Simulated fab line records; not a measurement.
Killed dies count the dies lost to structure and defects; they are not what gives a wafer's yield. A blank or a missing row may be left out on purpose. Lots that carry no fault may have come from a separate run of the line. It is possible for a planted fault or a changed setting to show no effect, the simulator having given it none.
Which tool did it? | flow nand harc | 24 lots, 72 wafers sampled, at 6 steps of a route of 1159

== WHAT THE GAUGES READ, wafer by wafer ==
The record holds no reading of a measuring or inspecting step that can be judged against a usual standard deviation.

== WHICH TOOL RAN EACH LOT (tool, then ch and the chambers of the sampled wafers, then the start) ==
lot  | NHARC_A_CHANNEL_FILL_D1_ALD_02   | NHARC_A_STAIRCASE_ETCH_15      | NHARC_A_STAIRCASE_ETCH_19      | NHARC_A_STAIRCASE_ETCH_192     | NHARC_A_STAIRCASE_ETCH_227     | NHARC_A_STAIRCASE_TRIM_233
L074 | ald hk-03 ch 0,1, day 8 16:44    | rie diel-13 ch 0,2,3, no start | rie diel-13 ch 0,2,3, no start | rie diel-06 ch 0,1,2, no start | rie diel-01 ch 1,2,3, no start | rie diel-01 ch 0,1, no start
L075 | ald hk-02 ch 0,3, day 8 18:14    | rie diel-01 ch 0,1, no start   | rie diel-01 ch 0,1,2, no start | rie diel-13 ch 0,1,3, no start | rie diel-01 ch 2,3, no start   | rie diel-13 ch 0,3, no start
L077 | ald hk-03 ch 0,1, day 9 02:34    | rie diel-01 ch 1,2, no start   | rie diel-01 ch 1,2, no start   | rie diel-01 ch 1,2,3, no start | rie diel-01 ch 2,3, no start   | rie diel-01 ch 0,3, no start
L076 | ald hk-02 ch 1,2,3, day 9 03:00  | rie diel-01 ch 1,2,3, no start | rie diel-01 ch 1,2, no start   | rie diel-01 ch 0,1,2, no start | rie diel-01 ch 0,2, no start   | rie diel-13 ch 0,2, no start
L078 | ald hk-03 ch 0,1,3, day 9 15:28  | rie diel-01 ch 1,2,3, no start | rie diel-01 ch 1,2, no start   | rie diel-01 ch 2,3, no start   | rie diel-01 ch 1,3, no start   | rie diel-01 ch 1,2, no start
L079 | ald hk-03 ch 1,2,3, day 9 19:00  | rie diel-06 ch 0,1, no start   | rie diel-06 ch 0,1,3, no start | rie diel-13 ch 0,1,3, no start | rie diel-13 ch 1,2, no start   | rie diel-13 ch 0,2,3, no start
L081 | ald hk-01 ch 0,1,3, day 10 02:44 | rie diel-06 ch 0,1,3, no start | rie diel-06 ch 0,1,2, no start | rie diel-06 ch 0,2,3, no start | rie diel-06 ch 0,1,2, no start | rie diel-06 ch 0,2,3, no start
L080 | ald hk-02 ch 1,3, day 10 02:46   | rie diel-01 ch 1,2,3, no start | rie diel-01 ch 2,3, no start   | rie diel-06 ch 1,3, no start   | rie diel-01 ch 0,1,2, no start | rie diel-13 ch 0,1,3, no start
L083 | ald hk-01 ch 0,1, day 10 22:11   | rie diel-13 ch 1,2,3, no start | rie diel-13 ch 0,3, no start   | rie diel-06 ch 1,2,3, no start | rie diel-13 ch 0,1, no start   | rie diel-01 ch 1,2,3, no start
L082 | ald hk-03 ch 0,2,3, day 10 23:28 | rie diel-06 ch 0,1,3, no start | rie diel-06 ch 0,2,3, no start | rie diel-06 ch 1,2,3, no start | rie diel-01 ch 0,1,2, no start | rie diel-13 ch 0,2,3, no start
L084 | ald hk-03 ch 2,3, day 11 11:49   | rie diel-13 ch 2,3, no start   | rie diel-13 ch 0,1,3, no start | rie diel-01 ch 0,2,3, no start | rie diel-01 ch 0,3, no start   | rie diel-01 ch 0,2,3, no start
L085 | ald hk-03 ch 0,1,2, day 11 12:31 | rie diel-06 ch 0,2, no start   | rie diel-06 ch 0,2,3, no start | rie diel-06 ch 0,1,3, no start | rie diel-06 ch 1,3, no start   | rie diel-06 ch 0,2, no start
L087 | ald hk-01 ch 1,2, day 11 15:59   | rie diel-06 ch 0,1,3, no start | rie diel-06 ch 1,2, no start   | rie diel-06 ch 0,1,3, no start | rie diel-06 ch 0,1, no start   | rie diel-06 ch 0,3, no start
L086 | ald hk-02 ch 0,2,3, day 11 23:10 | rie diel-13 ch 0,2, no start   | rie diel-13 ch 1,3, no start   | rie diel-13 ch 0,1, no start   | rie diel-13 ch 0,1, no start   | rie diel-06 ch 0,1,2, no start
L088 | ald hk-02 ch 1,2, day 11 23:32   | rie diel-13 ch 0,2,3, no start | rie diel-13 ch 0,1, no start   | rie diel-01 ch 0,1, no start   | rie diel-06 ch 1,2, no start   | rie diel-06 ch 0,2, no start
L089 | ald hk-01 ch 0,1,3, day 12 08:05 | rie diel-13 ch 1,2,3, no start | rie diel-13 ch 0,1,2, no start | rie diel-01 ch 1,3, no start   | rie diel-01 ch 0,1,3, no start | rie diel-01 ch 0,2, no start
L090 | ald hk-02 ch 0,2,3, day 12 14:52 | rie diel-06 ch 1,2,3, no start | rie diel-06 ch 0,1,3, no start | rie diel-06 ch 0,2,3, no start | rie diel-06 ch 0,2,3, no start | rie diel-01 ch 0,2,3, no start
L091 | ald hk-03 ch 0,1,3, day 12 21:16 | rie diel-13 ch 0,1,2, no start | rie diel-13 ch 0,1,2, no start | rie diel-13 ch 0,1,3, no start | rie diel-13 ch 0,1,2, no start | rie diel-01 ch 0,1,3, no start
L092 | ald hk-03 ch 1,2,3, day 12 22:30 | rie diel-13 ch 0,3, no start   | rie diel-13 ch 1,2, no start   | rie diel-01 ch 0,1,2, no start | rie diel-13 ch 0,3, no start   | rie diel-13 ch 0,2,3, no start
L093 | ald hk-03 ch 1,2,3, day 13 08:06 | rie diel-01 ch 1,2,3, no start | rie diel-01 ch 0,2,3, no start | rie diel-13 ch 0,1,2, no start | rie diel-06 ch 0,1,3, no start | rie diel-06 ch 0,2,3, no start
L094 | ald hk-02 ch 1,2,3, day 13 14:00 | rie diel-06 ch 0,1, no start   | rie diel-06 ch 1,2, no start   | rie diel-01 ch 1,2, no start   | rie diel-13 ch 1,2,3, no start | rie diel-06 ch 0,1, no start
L095 | ald hk-02 ch 2,3, day 13 15:41   | rie diel-01 ch 0,1, no start   | rie diel-01 ch 1,3, no start   | rie diel-13 ch 0,1,2, no start | rie diel-01 ch 0,1, no start   | rie diel-01 ch 0,1,3, no start
L096 | ald hk-02 ch 0,1,3, day 14 00:11 | rie diel-13 ch 1,2,3, no start | rie diel-13 ch 0,2,3, no start | rie diel-06 ch 0,1, no start   | rie diel-01 ch 0,1,2, no start | rie diel-01 ch 1,2, no start
L097 | ald hk-02 ch 1,2, day 14 16:55   | rie diel-01 ch 0,3, no start   | rie diel-01 ch 1,2,3, no start | rie diel-13 ch 0,2, no start   | rie diel-01 ch 1,2,3, no start | rie diel-01 ch 0,3, no start
- NHARC_A_CHANNEL_FILL_D1_ALD_02: deposits SiO2, target thk 6 nm, pulse time 10 s, ald cycles 60.
- NHARC_A_STAIRCASE_ETCH_15: etches the open film in C4F8/O2, target depth 100 nm, time 40.5 s.
- NHARC_A_STAIRCASE_ETCH_19: etches the open film in C4F8/O2, target depth 100 nm, time 40.5 s.
- NHARC_A_STAIRCASE_ETCH_192: etches the open film in C4F8/O2, target depth 100 nm, time 40.5 s.
- NHARC_A_STAIRCASE_ETCH_227: etches the open film in C4F8/O2, target depth 100 nm, time 40.5 s.
- NHARC_A_STAIRCASE_TRIM_233: chemistry O2, time 211.2 s.

== WHAT THE TOOLS THEMSELVES READ (means of the sampled wafers that have a number; where no wafer has one, the mark that the record gives instead) ==
NHARC_A_CHANNEL_FILL_D1_ALD_02. Usual: heater power w 469 W, standard deviation 26; precursor pulse height rel 1.003, standard deviation 0.021.
lot  | tool      | heater power w (W) | precursor pulse height rel | flag
L074 | ald hk-03 | 444                | 0.988                      |
L075 | ald hk-02 | 477                | 1.003                      |
L077 | ald hk-03 | 443                | 0.998                      |
L076 | ald hk-02 | 461                | 0.996                      |
L078 | ald hk-03 | 461                | 0.988                      |
L079 | ald hk-03 | 468                | 0.992                      |
L081 | ald hk-01 | 466                | 1.019                      |
L080 | ald hk-02 | 450                | 1.005                      |
L083 | ald hk-01 | 457                | 0.996                      |
L082 | ald hk-03 | 477                | 0.998                      |
L084 | ald hk-03 | 492                | 0.991                      |
L085 | ald hk-03 | 468                | 0.981                      |
L087 | ald hk-01 | 495                | 1.011                      |
L086 | ald hk-02 | 471                | 0.989                      |
L088 | ald hk-02 | 462                | 0.980                      |
L089 | ald hk-01 | 466                | 1.011                      |
L090 | ald hk-02 | 482                | 0.992                      |
L091 | ald hk-03 | 475                | 1.008                      |
L092 | ald hk-03 | 479                | 1.010                      |
L093 | ald hk-03 | 477                | 1.015                      |
L094 | ald hk-02 | 466                | 0.994                      |
L095 | ald hk-02 | 479                | 1.010                      |
L096 | ald hk-02 | 469                | 1.010                      |
L097 | ald hk-02 | 462                | 1.007                      |

NHARC_A_STAIRCASE_ETCH_15. Usual: bias w 999.8 W, standard deviation 2.9; oes product au 0.938 a.u., standard deviation 0.011; rf vpp V 894 V, standard deviation 6.2.
lot  | tool        | bias w (W) | oes product au (a.u.) | rf vpp V (V) | flag
L074 | rie diel-13 | 1001.6     | 0.941                 | 891          |
L075 | rie diel-01 | 998.0      | 0.928                 | 891          |
L077 | rie diel-01 | 998.2      | 0.933                 | 889          |
L076 | rie diel-01 | 997.9      | 0.924                 | 892          |
L078 | rie diel-01 | 1002.1     | 0.934                 | 891          |
L079 | rie diel-06 | 1004.2     | 0.943                 | 901          |
L081 | rie diel-06 | 1000.1     | 0.947                 | 896          |
L080 | rie diel-01 | 1000.6     | 0.941                 | 892          |
L083 | rie diel-13 | 1000.5     | 0.934                 | 894          |
L082 | rie diel-06 | 1000.0     | 0.938                 | 896          |
L084 | rie diel-13 | 998.7      | 0.929                 | 893          |
L085 | rie diel-06 | 996.4      | 0.925                 | 899          |
L087 | rie diel-06 | 1000.1     | 0.931                 | 896          |
L086 | rie diel-13 | 997.6      | 0.940                 | 903          |
L088 | rie diel-13 | 996.8      | 0.933                 | 897          |
L089 | rie diel-13 | 1000.9     | 0.933                 | 894          |
L090 | rie diel-06 | 999.6      | 0.944                 | 895          |
L091 | rie diel-13 | 1000.8     | 0.933                 | 898          |
L092 | rie diel-13 | 1001.5     | 0.930                 | 889          |
L093 | rie diel-01 | 1000.9     | 0.952                 | 891          |
L094 | rie diel-06 | 1000.0     | 0.954                 | 900          |
L095 | rie diel-01 | 1000.3     | 0.965                 | 892          |
L096 | rie diel-13 | 1000.8     | 0.946                 | 893          |
L097 | rie diel-01 | 1000.1     | 0.943                 | 895          |

NHARC_A_STAIRCASE_ETCH_19. Usual: bias w 1000 W, standard deviation 3; oes product au 0.939 a.u., standard deviation 0.011; rf vpp V 894 V, standard deviation 5.9.
lot  | tool        | bias w (W) | oes product au (a.u.) | rf vpp V (V) | flag
L074 | rie diel-13 | 996        | 0.947                 | 891          |
L075 | rie diel-01 | 999        | 0.943                 | 891          |
L077 | rie diel-01 | 998        | 0.929                 | 890          |
L076 | rie diel-01 | 1001       | 0.932                 | 890          |
L078 | rie diel-01 | 1000       | 0.936                 | 889          |
L079 | rie diel-06 | 1001       | 0.953                 | 896          |
L081 | rie diel-06 | 1003       | 0.946                 | 899          |
L080 | rie diel-01 | 998        | 0.934                 | 894          |
L083 | rie diel-13 | 1002       | 0.923                 | 891          |
L082 | rie diel-06 | 998        | 0.940                 | 895          |
L084 | rie diel-13 | 999        | 0.934                 | 891          |
L085 | rie diel-06 | 1001       | 0.950                 | 894          |
L087 | rie diel-06 | 997        | 0.939                 | 901          |
L086 | rie diel-13 | 998        | 0.930                 | 890          |
L088 | rie diel-13 | 998        | 0.940                 | 893          |
L089 | rie diel-13 | 999        | 0.931                 | 897          |
L090 | rie diel-06 | 1003       | 0.939                 | 895          |
L091 | rie diel-13 | 1001       | 0.945                 | 897          |
L092 | rie diel-13 | 1000       | 0.938                 | 900          |
L093 | rie diel-01 | 999        | 0.930                 | 893          |
L094 | rie diel-06 | 998        | 0.961                 | 899          |
L095 | rie diel-01 | 1000       | 0.941                 | 891          |
L096 | rie diel-13 | 1003       | 0.938                 | 896          |
L097 | rie diel-01 | 1000       | 0.945                 | 889          |

NHARC_A_STAIRCASE_ETCH_192. Usual: bias w 1000.3 W, standard deviation 3; oes product au 0.937 a.u., standard deviation 0.011; rf vpp V 894 V, standard deviation 5.9.
lot  | tool        | bias w (W) | oes product au (a.u.) | rf vpp V (V) | flag
L074 | rie diel-06 | 999.5      | 0.950                 | 900          |
L075 | rie diel-13 | 1002.1     | 0.934                 | 892          |
L077 | rie diel-01 | 998.9      | 0.933                 | 891          |
L076 | rie diel-01 | 1002.1     | 0.930                 | 891          |
L078 | rie diel-01 | 1002.5     | 0.932                 | 894          |
L079 | rie diel-13 | 999.2      | 0.928                 | 891          |
L081 | rie diel-06 | 1003.0     | 0.939                 | 896          |
L080 | rie diel-06 | 999.9      | 0.940                 | 892          |
L083 | rie diel-06 | 1000.2     | 0.942                 | 897          |
L082 | rie diel-06 | 1000.3     | 0.949                 | 896          |
L084 | rie diel-01 | 999.6      | 0.929                 | 894          |
L085 | rie diel-06 | 999.6      | 0.946                 | 895          |
L087 | rie diel-06 | 996.4      | 0.945                 | 896          |
L086 | rie diel-13 | 993.8      | 0.926                 | 892          |
L088 | rie diel-01 | 999.3      | 0.945                 | 890          |
L089 | rie diel-01 | 1000.8     | 0.937                 | 891          |
L090 | rie diel-06 | 996.8      | 0.942                 | 894          |
L091 | rie diel-13 | 1001.7     | 0.937                 | 891          |
L092 | rie diel-01 | 1004.9     | 0.931                 | 891          |
L093 | rie diel-13 | 1003.2     | 0.940                 | 898          |
L094 | rie diel-01 | 1003.2     | 0.955                 | 888          |
L095 | rie diel-13 | 998.9      | 0.932                 | 898          |
L096 | rie diel-06 | 1000.8     | 0.919                 | 900          |
L097 | rie diel-13 | 1000.5     | 0.943                 | 900          |

NHARC_A_STAIRCASE_ETCH_227. Usual: bias w 999.8 W, standard deviation 2.7; oes product au 0.938 a.u., standard deviation 0.011; rf vpp V 894 V, standard deviation 5.5.
lot  | tool        | bias w (W) | oes product au (a.u.) | rf vpp V (V) | flag
L074 | rie diel-01 | 1000.9     | 0.925                 | 891          |
L075 | rie diel-01 | 1000.2     | 0.928                 | 892          |
L077 | rie diel-01 | 999.5      | 0.939                 | 894          |
L076 | rie diel-01 | 1002.1     | 0.929                 | 893          |
L078 | rie diel-01 | 996.1      | 0.933                 | 894          |
L079 | rie diel-13 | 1000.4     | 0.926                 | 887          |
L081 | rie diel-06 | 999.7      | 0.938                 | 901          |
L080 | rie diel-01 | 1000.1     | 0.928                 | 891          |
L083 | rie diel-13 | 998.4      | 0.942                 | 895          |
L082 | rie diel-01 | 1000.1     | 0.938                 | 892          |
L084 | rie diel-01 | 1001.9     | 0.935                 | 895          |
L085 | rie diel-06 | 1001.8     | 0.942                 | 891          |
L087 | rie diel-06 | 997.5      | 0.943                 | 901          |
L086 | rie diel-13 | 998.7      | 0.936                 | 892          |
L088 | rie diel-06 | 999.2      | 0.932                 | 899          |
L089 | rie diel-01 | 1000.9     | 0.952                 | 892          |
L090 | rie diel-06 | 1000.2     | 0.940                 | 894          |
L091 | rie diel-13 | 1001.4     | 0.938                 | 896          |
L092 | rie diel-13 | 999.7      | 0.929                 | 894          |
L093 | rie diel-06 | 997.1      | 0.937                 | 895          |
L094 | rie diel-13 | 1000.7     | 0.930                 | 894          |
L095 | rie diel-01 | 997.6      | 0.951                 | 890          |
L096 | rie diel-01 | 998.4      | 0.956                 | 891          |
L097 | rie diel-01 | 998.6      | 0.947                 | 892          |

NHARC_A_STAIRCASE_TRIM_233. Usual: drypump motor current A 5.9 A, standard deviation 0.37; mfc ar sccm 0.003 sccm, standard deviation 0.0085; oes product au 0.998 a.u., standard deviation 0.0086; rf vpp V 57.5 V, standard deviation 0.93; showerhead plenum p Torr 3.46 Torr, standard deviation 0.14; throttle valve pct 17.037 %, standard deviation 0.0087.
lot  | tool        | drypump motor current A (A) | mfc ar sccm (sccm) | oes product au (a.u.) | rf vpp V (V) | showerhead plenum p Torr (Torr) | throttle valve pct (%) | flag
L074 | rie diel-01 | 5.7                         | 0.000              | 0.994                 | 57.1         | 3.38                            | 17.039                 |
L075 | rie diel-13 | 5.5                         | 0.000              | 0.985                 | 56.8         | 3.49                            | 17.030                 |
L077 | rie diel-01 | 5.9                         | 0.000              | 0.988                 | 57.8         | 3.53                            | 17.040                 |
L076 | rie diel-13 | 6.0                         | 0.004              | 0.989                 | 57.8         | 3.48                            | 17.035                 |
L078 | rie diel-01 | 5.7                         | 0.000              | 0.996                 | 56.3         | 3.34                            | 17.039                 |
L079 | rie diel-13 | 5.9                         | 0.004              | 1.000                 | 57.4         | 3.38                            | 17.043                 |
L081 | rie diel-06 | 6.2                         | 0.012              | 0.993                 | 58.1         | 3.50                            | 17.041                 |
L080 | rie diel-13 | 5.5                         | 0.000              | 0.996                 | 57.0         | 3.41                            | 17.038                 |
L083 | rie diel-01 | 5.8                         | 0.000              | 0.995                 | 57.9         | 3.40                            | 17.038                 |
L082 | rie diel-13 | 5.8                         | 0.004              | 0.994                 | 58.0         | 3.55                            | 17.038                 |
L084 | rie diel-01 | 5.8                         | 0.000              | 0.996                 | 57.9         | 3.45                            | 17.035                 |
L085 | rie diel-06 | 6.2                         | 0.001              | 1.000                 | 57.9         | 3.59                            | 17.036                 |
L087 | rie diel-06 | 6.0                         | 0.011              | 0.993                 | 57.5         | 3.49                            | 17.038                 |
L086 | rie diel-06 | 6.3                         | 0.001              | 0.996                 | 57.3         | 3.62                            | 17.040                 |
L088 | rie diel-06 | 6.3                         | 0.001              | 0.990                 | 57.8         | 3.59                            | 17.034                 |
L089 | rie diel-01 | 5.8                         | 0.000              | 1.000                 | 57.6         | 3.38                            | 17.039                 |
L090 | rie diel-01 | 5.9                         | 0.000              | 1.008                 | 57.4         | 3.44                            | 17.041                 |
L091 | rie diel-01 | 5.8                         | 0.000              | 1.000                 | 56.8         | 3.44                            | 17.039                 |
L092 | rie diel-13 | 5.9                         | 0.004              | 0.994                 | 58.7         | 3.54                            | 17.043                 |
L093 | rie diel-06 | 6.2                         | 0.012              | 0.998                 | 57.7         | 3.48                            | 17.034                 |
L094 | rie diel-06 | 6.1                         | 0.001              | 0.999                 | 57.5         | 3.62                            | 17.028                 |
L095 | rie diel-01 | 5.8                         | 0.000              | 1.000                 | 56.2         | 3.43                            | 17.031                 |
L096 | rie diel-01 | 5.7                         | 0.000              | 1.008                 | 56.6         | 3.32                            | 17.043                 |
L097 | rie diel-01 | 5.9                         | 0.000              | 1.004                 | 58.1         | 3.50                            | 17.031                 |

== THE ANSWER, worked out from the rows above alone ==
Rule: a lot is off if the mean of its wafers that have a number lies more than 3 standard deviations from the usual mean. A lot without any number at a reading at which 4 lots or more have one is off too. Where the step has rows for the other lots, those lots are counted as sound. First the gauges in route order, then the tools' own readings, where a lot's mean is used as printed above. The first step at which some lot is off is used, and at that step the reading that is off furthest; a lot without a number counts as furthest.
No lot is off on any of the readings shown, so nothing can be concluded from this.

== WHAT THE SIMULATOR HAD INSERTED ==
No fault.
